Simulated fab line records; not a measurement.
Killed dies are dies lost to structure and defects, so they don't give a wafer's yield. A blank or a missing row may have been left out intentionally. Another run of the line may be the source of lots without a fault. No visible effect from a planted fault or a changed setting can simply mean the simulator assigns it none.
Matching of chambers | flow n5Finfet | 4 sister chambers for N5_SDB_ALD_29 on aldSin-04
The step deposits SiNx, target thk 30 nm, pulse time 1 s, ald cycles 600. 4 wafers are shown with their chamber, then 8 later ones without.

## WAFERS WITH THEIR CHAMBER
wafer  | chamber | heaterPowerW (W)
L082.2 | 1       | 758
L083.5 | 0       | 1095
L085.5 | 3       | 746
L087.1 | 2       | 595

## WAFERS WITHOUT THEIR CHAMBER
wafer  | heaterPowerW (W)
L087.5 | 1086
L087.6 | 751
L095.1 | 715
L095.3 | 769
L095.6 | 742
L096.1 | 732
L096.2 | 725
L096.4 | 557

## THE CHAMBER EACH PASSED THROUGH
wafer  | from the rows above     | in truth
L087.5 | 0                       | 0
L087.6 | can't be placed: 3 or 1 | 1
L095.1 | can't be placed: 3 or 1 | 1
L095.3 | can't be placed: 1 or 3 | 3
L095.6 | can't be placed: 3 or 1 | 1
L096.1 | can't be placed: 3 or 1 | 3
L096.2 | can't be placed: 3 or 1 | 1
L096.4 | 2                       | 2
Correct placement for 2 of the 8. Can't be placed from these rows: 6 (the true chamber is among the candidates in 6). Number placed wrongly: 0.
How it was worked out, from the rows above alone: a wafer's distance from a chamber is the root of the sum, over the readings, of the square of ((its reading less the chamber's mean) divided by the reading's scatter). The wafer belongs to the nearest chamber; if the next one is less than 2 further off, it can't be placed. A chamber's mean is the mean of its shown wafers. The scatter (one wafer shown for each chamber): square how far every hidden wafer sits from the nearest shown wafer, average those squares and take the square root.
